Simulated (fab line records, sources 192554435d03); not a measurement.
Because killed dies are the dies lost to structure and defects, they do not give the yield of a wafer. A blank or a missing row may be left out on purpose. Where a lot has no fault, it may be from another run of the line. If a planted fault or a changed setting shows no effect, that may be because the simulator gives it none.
fab line records -- flow n5Finfet
[record] lots = 10, wafers = 30, lastDay = 19
route steps=1938 shown BEOL_M1@792 MIM_BOT_ETCH@1869 TV_OPEN@1890 PASSIVATION@1909
lots that met no fault: taken from a fault-free run of the same line
startH: start of the lot's first displayed wafer, in hours after the record's first day -- waitH: time in hours since the lot's previous step -- " the same as in the row above -- L1.1+2: one row covering several wafers at once -- - either no value or no given start -- * or withheld: withheld -- < > ~ a bound
route shown NAME@n: names a module that has steps shown in the file, with the first one's number in the route -- usual: average and standard deviation across the fault-free wafers -- same: alike in all rows -- chamber/n: place in a boat -- sites: each site's reading -- _std_site: how widely they spread, as a standard deviation -- _edge_site: outer sites' mean less inner sites' -- radiusMm: how far each site lies from the wafer's centre -- mask NAME#n: copy n -- behind: the most recent tool/chamber to have shaped the wafer -- hold: why the lot went on hold/how many hours it stayed there/how the hold came to an end -- device: names the non-switching transistor (n, p or np) -- end of line: at the end of the route, the tests of the same wafers -- a step with no rows: only its recipe -- killed: at the first sort, the dies lost to defects and structure; wafer yield is something else -- map: per-die view of a wafer (x killed, . not killed, _ where there is no die)
set.NAME: the run value of the setting; set.NAME@STEP: its run value at that earlier step -- model.NAME: the simulator's own value behind a step, which no gauge read
route steps across a sampled set of lots; one table per step, one row per wafer
services: the hour from which a tool's chamber was out of use, counted from the record's first day as startH (under 0 if before that day), plus the number of hours and why
[[steps]]
[step N5_BEOL_M1_ALD_98]
[recipe] material = SiO2, targetThkA = 25, tempC = 100, aldPrecursorFamily = BDEAS, aldCoReactant = O2-plasma, pulseTimeS = 1, coReactantPulseTimeS = 1, purgeTimeS = 2, coReactantPurgeTimeS = 2, aldCycles = 17, pressureTorr = 2
[usual] heaterPowerW = 79/6.1, precursorPulseHeightRel = 1.000/0.02
lot.wafer,tool,chamber,startH,waitH,heaterPowerW,precursorPulseHeightRel,sinceWetCleanH
L766.1,aldSin-04,1,127.31,0.1,73,1.035,225
L766.3,aldSin-04,0,127.31,0.1,69,0.999,225
L766.6,aldSin-04,2,127.31,0.1,90,0.995,-
L770.1,aldSin-02,3,148.60,0.1,80,1.009,138
L770.3,aldSin-02,2,148.60,0.1,78,0.956,138
L770.4,aldSin-02,1,148.60,0.1,78,1.016,138
L773.1,aldSin-02,2,168.77,0.1,78,0.988,158
L773.3,aldSin-02,1,168.77,0.1,77,1.017,158
L773.4,aldSin-02,2,168.77,0.1,76,0.991,-
L774.3,aldSin-02,2,180.62,0.3,79,1.044,170
L774.4,aldSin-02,0,180.62,0.3,73,1.032,170
L774.6,aldSin-02,3,180.62,0.3,81,1.001,-
L775.2,aldSin-02,0,186.72,0.1,74,1.001,176
L775.4,aldSin-02,3,186.72,0.1,80,0.995,176
L775.6,aldSin-02,3,186.72,0.1,78,1.024,-
L776.1,aldSin-02,1,189.28,0.1,77,1.030,179
L776.4,aldSin-02,2,189.28,0.1,77,1.004,179
L776.6,aldSin-02,0,189.28,0.1,73,1.023,-
L778.1,aldSin-02,2,203.81,0.2,78,1.014,193
L778.5,aldSin-02,0,203.81,0.2,74,0.997,-
L778.6,aldSin-02,3,203.81,0.2,80,0.977,-
L779.1,aldSin-03,2,208.06,0.6,80,0.982,17
L779.2,aldSin-03,1,208.06,0.6,76,1.026,17
L779.5,aldSin-03,0,208.06,0.6,91,0.998,-
L781.2,aldSin-02,0,217.31,0.1,73,0.981,207
L781.3,aldSin-02,2,217.31,0.1,78,1.034,207
L781.6,aldSin-02,1,217.31,0.1,77,1.013,-
L785.1,aldSin-02,3,239.88,0.1,79,0.974,229
L785.4,aldSin-02,2,239.88,0.1,78,0.990,229
L785.6,aldSin-02,0,239.88,0.1,75,1.007,-
[step N5_MIM_BOT_ETCH_STRIP_01]
[recipe] chemistry = O2, powerW = 600, tempC = 60, pressureMtorr = 30, rfFrequencyHz = 6e+07, biasPowerW = 0, overashFraction = 0.5, o2FlowSccm = 225
[usual] drypumpMotorCurrentA = 5.9/0.49, oesProductAu = 0.81/0.088, rfVppV = 3.6/1.4, showerheadPlenumPTorr = 2.10/0.085, throttleValvePct = 16.6/0.32
lot.wafer,tool,chamber,startH,waitH,drypumpMotorCurrentA,oesProductAu,rfHoursCounterH,rfVppV,showerheadPlenumPTorr,throttleValvePct
L766.1,rieDiel-01,3,298.48,0.1,5.9,0.87,79,3.1,2.04,16.4
L766.3,rieDiel-01,2,298.48,0.1,6.5,0.73,192,4.5,2.01,17.2
L766.6,rieDiel-01,1,298.48,0.1,5.7,0.85,-,2.1,2.03,16.7
L770.1,rieDiel-01,2,339.57,0.1,6.5,0.72,207,2.3,2.01,17.2
L770.3,rieDiel-01,1,339.57,0.1,5.7,0.83,81,4.4,2.03,16.8
L770.4,rieDiel-01,2,339.57,0.1,6.6,0.71,-,1.9,2.01,17.2
L773.1,rieDiel-04,3,367.48,0.2,5.2,0.86,46,6.0,2.22,16.2
L773.3,rieDiel-04,2,367.48,0.2,5.6,0.97,1,3.5,2.26,16.7
L773.4,rieDiel-04,0,367.48,0.2,6.0,0.67,209,5.5,2.09,17.3
L776.1,rieDiel-03,1,367.73,0.1,5.2,0.82,60,6.6,2.13,16.3
L776.4,rieDiel-03,0,367.73,0.1,5.7,0.90,32,3.5,2.24,16.4
L776.6,rieDiel-03,1,367.73,0.1,5.2,0.86,-,5.1,2.13,16.4
L774.3,rieDiel-01,2,371.08,0.1,6.6,0.71,220,5.3,2.00,17.2
L774.4,rieDiel-01,3,371.08,0.1,5.9,0.82,108,1.1,2.03,16.4
L774.6,rieDiel-01,0,371.08,0.1,6.4,1.01,-,1.8,2.14,16.5
L775.2,rieDiel-03,2,372.54,0.1,5.3,0.71,197,5.1,2.00,16.6
L775.4,rieDiel-03,0,372.54,0.1,5.7,0.89,34,4.8,2.24,16.4
L775.6,rieDiel-03,0,372.54,0.1,5.6,0.89,-,2.9,2.24,16.4
L779.1,rieDiel-03,3,384.57,0.1,6.5,0.89,19,1.2,2.15,16.3
L779.2,rieDiel-03,2,384.57,0.1,5.3,0.72,201,4.4,2.00,16.5
L779.5,rieDiel-03,1,384.57,0.1,5.2,0.83,-,4.5,2.13,16.4
L778.1,rieDiel-04,0,407.14,0.1,6.0,0.69,221,5.6,2.08,17.3
L778.5,rieDiel-04,1,407.14,0.1,6.4,0.79,-,2.7,2.12,16.4
L778.6,rieDiel-04,0,407.14,0.1,6.0,0.67,-,1.7,2.09,17.3
L781.2,rieDiel-01,3,415.83,0.3,6.0,0.82,124,2.1,2.03,16.4
L781.3,rieDiel-01,0,415.83,0.3,6.4,0.94,20,3.3,2.13,16.5
L781.6,rieDiel-01,1,415.83,0.3,5.8,0.79,-,4.0,2.02,16.8
L785.1,rieDiel-01,0,437.53,0.2,6.4,0.94,27,5.8,2.13,16.6
L785.4,rieDiel-01,2,437.53,0.2,6.6,0.70,243,2.1,2.00,17.3
L785.6,rieDiel-01,1,437.53,0.2,5.7,0.80,-,3.0,2.02,16.8
[step N5_PASSIVATION_ETCH_15]
[recipe] chemistry = CF4/N2, target = SiCN, targetDepthA = 750, taperDeg = 2, timeS = 81.2, ionEnergyEv = 150, maskMaterial = SiNx, pressureMtorr = 40, sourceW = 430, biasW = 70, Ar_flow_sccm = 100, cf4FlowSccm = 60, n2FlowSccm = 60
[usual] drypumpMotorCurrentA = 5.8/0.48, n2FlowSccm = 59.99/0.18, oesProductAu = 0.81/0.079, rfVppV = 382.4/2.6, showerheadPlenumPTorr = 2.21/0.099, throttleValvePct = 15.5/0.31
lot.wafer,tool,chamber,startH,waitH,drypumpMotorCurrentA,n2FlowSccm,oesProductAu,rfHoursCounterH,rfVppV,showerheadPlenumPTorr,throttleValvePct
L766.1,rieDiel-02,1,-,-,6.6,60.09,0.83,63,384.9,2.32,15.3
L766.3,rieDiel-02,2,-,-,5.3,59.90,0.76,156,378.8,2.12,15.5
L766.6,rieDiel-02,2,-,-,5.3,59.87,0.77,-,381.0,2.12,15.5
L770.1,rieDiel-02,0,-,-,6.1,59.92,0.89,35,381.8,2.26,14.9
L770.3,rieDiel-02,2,-,-,5.3,60.01,0.76,169,381.6,2.11,15.5
L770.4,rieDiel-02,1,-,-,6.6,60.04,0.82,75,383.6,2.32,15.3
L776.1,rieDiel-02,0,-,-,6.1,60.14,0.88,40,382.9,2.26,14.9
L776.4,rieDiel-02,3,-,-,5.2,60.19,0.82,97,382.9,2.22,15.7
L776.6,rieDiel-02,3,-,-,5.2,59.66,0.83,-,382.9,2.22,15.7
L773.1,rieDiel-05,0,-,-,5.8,60.04,0.85,55,381.3,2.15,15.3
L773.3,rieDiel-05,2,-,-,6.0,59.79,0.72,199,383.2,2.28,16.0
L773.4,rieDiel-05,3,-,-,5.2,60.07,0.96,8,381.9,2.16,14.8
L775.2,rieDiel-02,1,-,-,6.6,59.84,0.80,85,385.8,2.31,15.3
L775.4,rieDiel-02,0,-,-,6.2,60.10,0.88,42,382.8,2.25,14.9
L775.6,rieDiel-02,1,-,-,6.6,59.92,0.81,-,386.6,2.31,15.3
L774.3,rieDiel-06,3,-,-,6.0,59.74,0.99,2,385.8,2.35,15.4
L774.4,rieDiel-06,0,-,-,5.2,60.22,0.72,190,378.6,2.01,15.8
L774.6,rieDiel-06,3,-,-,6.0,59.81,0.99,-,385.7,2.35,15.4
L779.1,rieDiel-05,2,-,-,6.0,60.05,0.72,205,382.9,2.28,16.0
L779.2,rieDiel-05,1,-,-,5.6,59.75,0.90,33,384.6,2.25,15.1
L779.5,rieDiel-05,0,-,-,5.8,60.14,0.84,-,380.6,2.15,15.4
L778.1,rieDiel-06,1,-,-,6.5,59.98,0.70,243,383.7,2.16,15.9
L778.5,rieDiel-06,3,-,-,6.0,60.12,0.94,-,385.9,2.35,15.4
L778.6,rieDiel-06,0,-,-,5.2,59.96,0.72,-,376.3,2.01,15.8
L781.2,rieDiel-06,3,-,-,6.0,60.06,0.93,13,386.5,2.35,15.4
L781.3,rieDiel-06,1,-,-,6.5,60.02,0.70,247,380.9,2.16,15.9
L781.6,rieDiel-06,3,-,-,6.0,59.91,0.94,-,387.1,2.35,15.4
L785.1,rieDiel-06,2,-,-,6.1,60.03,0.80,95,383.1,2.22,15.6
L785.4,rieDiel-06,0,-,-,5.2,60.22,0.70,-,376.8,2.01,15.8
L785.6,rieDiel-06,2,-,-,6.1,60.00,0.80,-,382.2,2.22,15.6
[step N5_PASSIVATION_AL_ETCH_33]
[recipe] chemistry = Cl2/BCl3, targetDepthA = 28000, overEtchFrac = 0.15, Cl2_flow_sccm = 180, bcl3FlowSccm = 60, target = Al, stopOn = TaN, timeS = 466.7, ionEnergyEv = 100, pressureMtorr = 10, icpW = 900, biasW = 100
[usual] drypumpMotorCurrentA = 5.3/0.37, oesProductAu = 0.72/0.038, throttleValvePct = 34.3/0.3
[same] overEtchFrac = 0.15
lot.wafer,tool,chamber,startH,waitH,drypumpMotorCurrentA,oesProductAu,rfHoursCounterH,throttleValvePct
L766.1,rieMetal-02,1,302.02,0.1,5.1,0.77,22,34.5
L766.3,rieMetal-02,1,302.02,0.1,5.1,0.77,-,34.5
L766.6,rieMetal-02,0,302.02,0.1,5.9,0.70,-,33.8
L770.1,rieMetal-03,1,344.46,0.1,5.3,0.68,46,34.3
L770.3,rieMetal-03,0,344.46,0.1,5.0,0.74,-,34.1
L770.4,rieMetal-03,1,344.46,0.1,5.4,0.69,-,34.3
L776.1,rieMetal-02,0,371.04,0.1,5.9,0.68,47,33.8
L776.4,rieMetal-02,1,371.04,0.1,5.1,0.75,-,34.5
L776.6,rieMetal-02,1,371.04,0.1,5.1,0.74,-,34.5
L773.1,rieMetal-03,1,371.24,0.1,5.4,0.68,49,34.3
L773.3,rieMetal-03,0,371.24,0.1,5.0,0.71,-,34.1
L773.4,rieMetal-03,1,371.24,0.1,5.4,0.67,-,34.3
L775.2,rieMetal-01,1,376.29,0.1,5.6,0.78,13,34.8
L775.4,rieMetal-01,0,376.29,0.1,4.8,0.80,-,34.3
L775.6,rieMetal-01,1,376.29,0.1,5.6,0.78,-,34.8
L774.3,rieMetal-02,1,376.93,0.2,5.1,0.73,-,34.5
L774.4,rieMetal-02,0,376.93,0.2,5.9,0.69,-,33.8
L774.6,rieMetal-02,1,376.93,0.2,5.1,0.75,-,34.5
L779.1,rieMetal-03,1,387.59,0.1,5.4,0.67,50,34.3
L779.2,rieMetal-03,0,387.59,0.1,5.0,0.72,31,34.1
L779.5,rieMetal-03,1,387.59,0.1,5.4,0.68,-,34.3
L778.1,rieMetal-03,1,409.95,0.1,5.4,0.66,52,34.4
L778.5,rieMetal-03,1,409.95,0.1,5.4,0.66,-,34.4
L778.6,rieMetal-03,0,409.95,0.1,5.0,0.72,-,34.1
L781.2,rieMetal-01,1,418.84,0.1,5.6,0.75,17,34.8
L781.3,rieMetal-01,1,418.84,0.1,5.5,0.76,-,34.9
L781.6,rieMetal-01,0,418.84,0.1,4.8,0.76,-,34.4
L785.1,rieMetal-02,0,440.43,0.1,5.9,0.66,53,33.9
L785.4,rieMetal-02,0,440.43,0.1,5.9,0.68,-,33.8
L785.6,rieMetal-02,1,440.43,0.1,5.1,0.72,-,34.5
[step N5_PASSIVATION_PROBE_49]
[usual] defectLimitedYield = 91.5/1.4, killed_at_M0_to_M3 = 34/11, killed_at_M4_up = 15/6, killedAtContacts = 11/5.9, killedAtFrontEnd = 37/11, killedAtOther = 3.6/2.9, killedDies = 101/17, killedOnRim = 13/4, killedOpen = 66/12, killedShort = 33/7.8, sort_bin_5_function = 5.0/0.97, sort_bin_6_memory = 3.2/0.65, sortNPass = 1079/17, sortYieldPct = 91.4/1.4
[same] grossDies = 1180, killedAtBackSide = 0, sort_bin_4_leakage[%] = 0, sort_bin_8_speed[%] = 0
lot.wafer,tool,chamber,startH,waitH,defectLimitedYield[%],killed_at_M0_to_M3,killed_at_M4_up,killedAtContacts,killedAtFrontEnd,killedAtOther,killedDies,killedOnRim,killedOpen,killedShort,sort_bin_5_function[%],sort_bin_6_memory[%],sortNPass,sortYieldPct[%]
L766.1,prober-02,-,307.11,0.0,91.9,32,14,10,34,5,95,14,52,42,5.0,2.4,1085,91.9
L766.3,prober-02,-,307.21,0.1,90.4,55,9,6,35,8,113,11,74,36,4.7,4.1,1067,90.4
L766.6,prober-02,-,307.36,0.3,92.0,35,17,9,30,3,94,11,52,36,4.1,3.4,1086,92.0
L770.1,prober-01,-,349.32,0.0,88.9,46,19,10,54,2,131,12,88,40,6.6,4.1,1049,88.9
L770.3,prober-01,-,349.42,0.1,89.7,39,18,4,58,2,121,25,63,55,5.8,4.1,1059,89.7
L770.4,prober-01,-,349.47,0.2,91.7,41,16,8,32,1,98,22,69,29,5.6,2.5,1082,91.7
L776.1,prober-01,-,375.87,0.0,92.3,39,8,4,38,2,91,12,47,43,4.9,2.4,1089,92.3
L776.4,prober-01,-,376.02,0.2,92.3,25,8,8,47,3,91,9,65,24,4.4,2.9,1089,92.3
L776.6,prober-01,-,376.12,0.3,92.5,29,10,4,44,1,88,8,54,34,4.9,2.2,1092,92.5
L773.1,prober-02,-,376.09,0.0,91.7,44,15,11,27,1,98,10,75,19,4.8,3.2,1082,91.7
L773.3,prober-02,-,376.19,0.1,91.8,34,16,17,29,1,97,15,66,30,5.0,3.1,1083,91.8
L773.4,prober-02,-,376.24,0.2,90.5,30,14,14,53,1,112,12,83,29,5.8,3.5,1068,90.5
L775.2,prober-01,-,381.43,0.1,89.9,31,9,15,62,2,119,12,89,29,6.9,3.0,1061,89.9
L775.4,prober-01,-,381.53,0.2,92.0,17,13,22,41,1,94,12,68,25,5.1,2.7,1086,92.0
L775.6,prober-01,-,381.63,0.3,89.3,48,13,15,50,0,126,20,85,38,6.4,3.6,1054,89.3
L774.3,prober-02,-,381.69,0.1,91.4,31,11,9,49,1,101,15,73,25,4.3,4.0,1079,91.4
L774.4,prober-02,-,381.74,0.2,91.8,41,21,6,24,5,97,11,68,29,5.4,2.6,1083,91.8
L774.6,prober-02,-,381.84,0.3,91.9,40,22,5,26,2,95,7,67,28,4.7,3.3,1085,91.9
L779.1,prober-01,-,392.37,0.0,91.4,44,13,8,36,0,101,8,63,37,5.3,3.0,1079,91.4
L779.2,prober-01,-,392.42,0.1,92.6,17,16,9,40,5,87,9,55,32,4.5,2.7,1093,92.6
L779.5,prober-01,-,392.57,0.2,91.3,43,18,7,31,4,103,22,69,32,5.3,2.9,1077,91.3
L778.1,prober-01,-,414.83,0.0,93.2,23,11,12,28,6,80,12,54,23,3.5,3.1,1100,93.2
L778.5,prober-01,-,415.03,0.2,92.1,24,16,11,39,3,93,7,65,28,5.0,2.7,1087,92.1
L778.6,prober-01,-,415.08,0.3,91.4,39,20,12,25,6,102,9,76,26,4.8,3.3,1078,91.4
L781.2,prober-01,-,423.70,0.1,85.6,113,3,18,31,5,170,33,41,30,7.4,4.2,1010,85.6
L781.3,prober-01,-,423.75,0.1,83.7,125,13,12,37,5,192,31,58,33,9.6,3.6,988,83.7
L781.6,prober-01,-,423.90,0.3,82.2,159,10,6,33,2,210,26,44,22,10.3,3.7,970,82.2
L785.1,prober-01,-,445.31,0.0,81.9,159,20,7,24,3,213,29,54,32,11.5,3.9,967,81.9
L785.4,prober-01,-,445.46,0.2,84.2,122,10,7,41,6,186,32,57,27,8.6,3.6,994,84.2
L785.6,prober-01,-,445.56,0.3,83.2,129,21,8,36,4,198,31,70,33,9.4,3.6,982,83.2
// killed by level:class
L766.1 BEOL_M0_SAQP:geometricParticle:short=9 BEOL_M2:geometricParticle:open=9 FIN_SAQP:geometricParticle:short=8 MOL_CONTACT_COAG:geometricParticle:open=7 BEOL_M5:geometricParticle:open=6 ILD0:geometricParticle:short=5 BEOL_M0:geometricParticle:open=5 ILD0:geometricParticle:open=4
L766.3 BEOL_M0_SAQP:geometricParticle:open=12 BEOL_M1:geometricParticle:open=12 BEOL_M2:geometricParticle:open=11 BEOL_M0_SAQP:geometricParticle:short=9 FIN_SAQP:geometricParticle:open=6 MOL_CONTACT_COAG:geometricParticle:open=6 STI_FIN_REVEAL:geometricParticle:open=4 DUMMY_GATE:geometricParticle:open=4
L766.6 BEOL_M0_SAQP:geometricParticle:short=11 BEOL_M0_SAQP:geometricParticle:open=8 BEOL_M2:geometricParticle:open=8 BEOL_M4:geometricParticle:open=6 FIN_SAQP:geometricParticle:short=5 GATE_CUT:geometricParticle:short=5 MOL_CONTACT_COAG:geometricParticle:open=5 STARTING-WAFER:geometricParticle:short=4
L770.1 BEOL_M0_SAQP:geometricParticle:open=15 STI_FIN_REVEAL:geometricParticle:open=14 FIN_SAQP:geometricParticle:open=11 BEOL_M3:geometricParticle:open=10 BEOL_M0_SAQP:geometricParticle:short=9 FIN_SAQP:geometricParticle:short=7 BEOL_M4:geometricParticle:open=7 MOL_CONTACT_COAG:geometricParticle:open=6
L770.3 FIN_SAQP:geometricParticle:short=14 BEOL_M0_SAQP:geometricParticle:short=11 BEOL_M0_SAQP:geometricParticle:open=10 BEOL_M4:geometricParticle:open=9 GATE_CUT:geometricParticle:short=8 STARTING-WAFER:geometricParticle:short=8 BEOL_M2:geometricParticle:open=7 BEOL_M3:geometricParticle:open=7
L770.4 BEOL_M0_SAQP:geometricParticle:open=12 BEOL_M3:geometricParticle:open=10 BEOL_M0_SAQP:geometricParticle:short=8 FIN_SAQP:geometricParticle:open=7 STI_FIN_REVEAL:geometricParticle:open=7 MOL_CONTACT_COAG:geometricParticle:open=7 BEOL_M4:geometricParticle:open=5 STARTING-WAFER:geometricParticle:short=5
L776.1 BEOL_M0_SAQP:geometricParticle:short=11 GATE_CUT:geometricParticle:short=10 BEOL_M3:geometricParticle:open=9 FIN_SAQP:geometricParticle:short=6 STI_FIN_REVEAL:geometricParticle:open=5 BEOL_M1:geometricParticle:open=5 MOL_CONTACT_COAG:geometricParticle:open=4 BEOL_M3:geometricParticle:short=4
L776.4 STI_FIN_REVEAL:geometricParticle:open=12 GATE_CUT:geometricParticle:short=8 MOL_CONTACT_COAG:geometricParticle:open=8 BEOL_M3:geometricParticle:open=7 STARTING-WAFER:geometricParticle:open=6 DUMMY_GATE:geometricParticle:open=5 BEOL_M4:geometricParticle:open=5 FIN_SAQP:geometricParticle:open=4
L773.1 BEOL_M1:geometricParticle:open=12 BEOL_M2:geometricParticle:open=10 MOL_CONTACT_COAG:geometricParticle:open=9 BEOL_M4:geometricParticle:open=9 STI_FIN_REVEAL:geometricParticle:open=7 BEOL_M0_SAQP:geometricParticle:short=7 BEOL_M3:geometricParticle:open=5 GATE_CUT:geometricParticle:open=4
L776.6 STI_FIN_REVEAL:geometricParticle:open=11 FIN_SAQP:geometricParticle:open=7 GATE_CUT:geometricParticle:short=7 BEOL_M2:geometricParticle:short=7 BEOL_M3:geometricParticle:open=7 DUMMY_GATE:geometricParticle:open=5 ILD0:geometricParticle:short=5 BEOL_M2:geometricParticle:open=4
L773.3 BEOL_M0_SAQP:geometricParticle:short=11 MOL_CONTACT_COAG:geometricParticle:open=11 BEOL_M4:geometricParticle:open=10 BEOL_M0_SAQP:geometricParticle:open=7 FIN_SAQP:geometricParticle:open=6 MOL_CONTACT_COAG:geometricParticle:short=5 GATE_CUT:geometricParticle:short=5 BEOL_M1:geometricParticle:open=5
L773.4 FIN_SAQP:geometricParticle:open=20 MOL_CONTACT_COAG:geometricParticle:open=11 BEOL_M4:geometricParticle:open=9 BEOL_M0_SAQP:geometricParticle:open=7 BEOL_M0_SAQP:geometricParticle:short=7 STI_FIN_REVEAL:geometricParticle:open=6 BEOL_M1:geometricParticle:open=6 BEOL_M2:geometricParticle:open=5
L775.2 FIN_SAQP:geometricParticle:open=29 MOL_CONTACT_COAG:geometricParticle:open=13 FIN_SAQP:geometricParticle:short=8 BEOL_M3:geometricParticle:open=8 STI_FIN_REVEAL:geometricParticle:open=7 BEOL_M0_SAQP:geometricParticle:short=6 BEOL_M2:geometricParticle:open=6 BEOL_M5:geometricParticle:open=4
L775.4 MOL_CONTACT_COAG:geometricParticle:open=20 STI_FIN_REVEAL:geometricParticle:open=13 FIN_SAQP:geometricParticle:open=8 FIN_SAQP:geometricParticle:short=5 BEOL_M0_SAQP:geometricParticle:short=5 DUMMY_GATE:geometricParticle:open=4 BEOL_M3:geometricParticle:open=4 BEOL_M4:geometricParticle:open=4
L775.6 FIN_SAQP:geometricParticle:short=13 BEOL_M0_SAQP:geometricParticle:open=13 FIN_SAQP:geometricParticle:open=11 MOL_CONTACT_COAG:geometricParticle:open=11 BEOL_M3:geometricParticle:open=9 STI_FIN_REVEAL:geometricParticle:open=8 BEOL_M0_SAQP:geometricParticle:short=8 BEOL_M1:geometricParticle:open=8
L774.3 STI_FIN_REVEAL:geometricParticle:open=21 BEOL_M1:geometricParticle:open=10 BEOL_M3:geometricParticle:open=7 FIN_SAQP:geometricParticle:open=6 MOL_CONTACT_COAG:geometricParticle:open=6 BEOL_M0_SAQP:geometricParticle:short=6 BEOL_M0_SAQP:geometricParticle:open=5 DUMMY_GATE:geometricParticle:open=4
L774.4 BEOL_M1:geometricParticle:open=14 BEOL_M2:geometricParticle:open=8 BEOL_M3:geometricParticle:open=7 BEOL_M4:geometricParticle:open=7 DUMMY_GATE:geometricParticle:open=5 MOL_CONTACT_COAG:geometricParticle:open=5 BEOL_M0_SAQP:geometricParticle:short=5 FIN_SAQP:geometricParticle:short=3
L774.6 BEOL_M1:geometricParticle:open=11 DUMMY_GATE:geometricParticle:open=10 BEOL_M3:geometricParticle:open=10 BEOL_M4:geometricParticle:open=8 BEOL_M0_SAQP:geometricParticle:short=8 MOL_CONTACT_COAG:geometricParticle:open=5 BEOL_M1:geometricParticle:short=5 FIN_SAQP:geometricParticle:open=4
L779.1 BEOL_M0_SAQP:geometricParticle:short=19 STI_FIN_REVEAL:geometricParticle:open=10 BEOL_M0_SAQP:geometricParticle:open=9 BEOL_M1:geometricParticle:open=7 BEOL_M4:geometricParticle:open=7 DUMMY_GATE:geometricParticle:open=6 FIN_SAQP:geometricParticle:open=5 BEOL_M3:geometricParticle:open=5
L779.2 STI_FIN_REVEAL:geometricParticle:open=8 BEOL_M4:geometricParticle:open=8 GATE_CUT:geometricParticle:short=7 MOL_CONTACT_COAG:geometricParticle:open=7 FIN_SAQP:geometricParticle:open=6 DUMMY_GATE:geometricParticle:open=4 GATE_CUT:geometricParticle:open=4 BEOL_M3:geometricParticle:open=4
L779.5 BEOL_M4:geometricParticle:open=13 BEOL_M0_SAQP:geometricParticle:short=10 BEOL_M3:geometricParticle:open=10 BEOL_M2:geometricParticle:open=9 STI_FIN_REVEAL:geometricParticle:open=8 MOL_CONTACT_COAG:geometricParticle:open=6 BEOL_M0_SAQP:geometricParticle:open=6 FIN_SAQP:geometricParticle:open=5
L778.1 MOL_CONTACT_COAG:geometricParticle:open=10 BEOL_M3:geometricParticle:open=7 DUMMY_GATE:geometricParticle:open=6 STI_FIN_REVEAL:geometricParticle:open=5 STARTING-WAFER:geometricParticle:short=5 BEOL_M0_SAQP:geometricParticle:short=4 BEOL_M2:geometricParticle:open=4 BEOL_M1:geometricParticle:open=3
L778.5 FIN_SAQP:geometricParticle:short=10 DUMMY_GATE:geometricParticle:open=9 STI_FIN_REVEAL:geometricParticle:open=8 MOL_CONTACT_COAG:geometricParticle:open=8 BEOL_M0_SAQP:geometricParticle:open=6 BEOL_M1:geometricParticle:open=4 BEOL_M2:geometricParticle:open=4 BEOL_M3:geometricParticle:open=4
L778.6 MOL_CONTACT_COAG:geometricParticle:open=11 BEOL_M3:geometricParticle:open=10 BEOL_M0_SAQP:geometricParticle:open=9 BEOL_M0_SAQP:geometricParticle:short=8 BEOL_M4:geometricParticle:open=8 BEOL_M2:geometricParticle:open=6 DUMMY_GATE:geometricParticle:open=5 STI_FIN_REVEAL:geometricParticle:open=4
L781.2 BEOL_M1:unspecified=97 MOL_CONTACT_COAG:geometricParticle:open=13 FIN_SAQP:geometricParticle:short=12 STI_FIN_REVEAL:geometricParticle:open=6 BEOL_M0_SAQP:geometricParticle:open=6 MOL_CONTACT_COAG:geometricParticle:short=4 STARTING-WAFER:geometricParticle:short=3 BEOL_M0_SAQP:geometricParticle:short=3
L781.3 BEOL_M1:unspecified=99 BEOL_M2:geometricParticle:open=10 STI_FIN_REVEAL:geometricParticle:open=8 MOL_CONTACT_COAG:geometricParticle:open=8 BEOL_M4:geometricParticle:open=7 FIN_SAQP:geometricParticle:short=4 STI_FIN_REVEAL:geometricParticle:short=4 SPACER0:geometricParticle:open=4
L781.6 BEOL_M1:unspecified=141 FIN_SAQP:geometricParticle:open=7 FIN_SAQP:geometricParticle:short=6 MOL_CONTACT_COAG:geometricParticle:open=6 BEOL_M0_SAQP:geometricParticle:open=5 BEOL_M2:geometricParticle:open=4 BEOL_M4:geometricParticle:open=4 STI_FIN_REVEAL:geometricParticle:open=3
L785.1 BEOL_M1:unspecified=126 BEOL_M2:geometricParticle:open=11 MOL_CONTACT_COAG:geometricParticle:open=7 BEOL_M4:geometricParticle:open=6 STARTING-WAFER:geometricParticle:open=5 BEOL_M5:geometricParticle:short=4 BEOL_M0_SAQP:geometricParticle:short=4 BEOL_M1:geometricParticle:short=4
L785.4 BEOL_M1:unspecified=99 FIN_SAQP:geometricParticle:short=8 BEOL_M4:geometricParticle:open=8 FIN_SAQP:geometricParticle:open=7 GATE_CUT:geometricParticle:short=7 STARTING-WAFER:geometricParticle:open=7 BEOL_M0_SAQP:geometricParticle:short=6 MOL_CONTACT_COAG:geometricParticle:open=5
L785.6 BEOL_M1:unspecified=94 BEOL_M0_SAQP:geometricParticle:open=9 BEOL_M2:geometricParticle:open=8 FIN_SAQP:geometricParticle:short=7 FIN_SAQP:geometricParticle:open=6 MOL_CONTACT_COAG:geometricParticle:open=6 BEOL_M4:geometricParticle:open=6 BEOL_M0_SAQP:geometricParticle:short=5
[[services]]
tool,chamber,startH,hours,kind
rieDiel-06,0,117.80,3.6,repair
rieDiel-02,-,145.67,1.1,repair
rieDiel-06,3,177.16,1.4,repair
rieDiel-06,1,192.14,6.6,repair
rieDiel-01,2,196.01,16.2,repair
rieMetal-02,-,204.92,0.7,repair
rieDiel-06,3,210.04,5.9,repair
rieMetal-02,-,224.20,0.5,repair
rieDiel-01,0,236.26,2.0,repair
rieDiel-01,1,242.72,9.3,repair
aldSin-02,0,247.20,6.8,repair
rieDiel-03,1,252.93,10.3,repair
rieMetal-02,1,279.14,2.2,repair
rieDiel-06,-,299.45,1.1,repair
aldSin-02,-,325.40,0.9,repair
rieDiel-03,0,346.69,3.6,repair
rieDiel-02,0,347.03,9.0,repair
rieDiel-06,1,354.73,9.2,repair
rieDiel-03,3,355.22,1.7,repair
rieDiel-03,0,357.58,3.6,repair
aldSin-02,-,374.53,14.0,pm
rieMetal-02,-,393.96,1.2,repair
aldSin-02,-,404.37,2.8,pm
rieMetal-02,-,409.72,1.9,repair
[[key]]
[firstSign] step = N5_PASSIVATION_PROBE_49, reading = killed_at_M0_to_M3, direction = up, sigmas = 9.2, usual = 34, struck = 134
[effect] step = N5_PASSIVATION_PROBE_49, reading = defectLimitedYield, direction = down, sigmas = 5.7, usual = 91.5, struck = 83.5
[moreKillsBornAt] N5_BEOL_M1_ALD_98@aldSin-02 = 656
metAt N5_BEOL_M1_ALD_98
struckLots L781,L785
notActingAt N5_MIM_BOT_ETCH_STRIP_01,N5_PASSIVATION_ETCH_15,N5_PASSIVATION_AL_ETCH_33
onsetBetween 203.81 217.31
alsoFits time
[fault] kind = chamberParticleSource, tool = aldSin-02, chamber = -, onsetH = 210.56, steps = N5_BEOL_M1_ALD_98, ratePerVisitCm2 = 1.7195, endH = 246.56
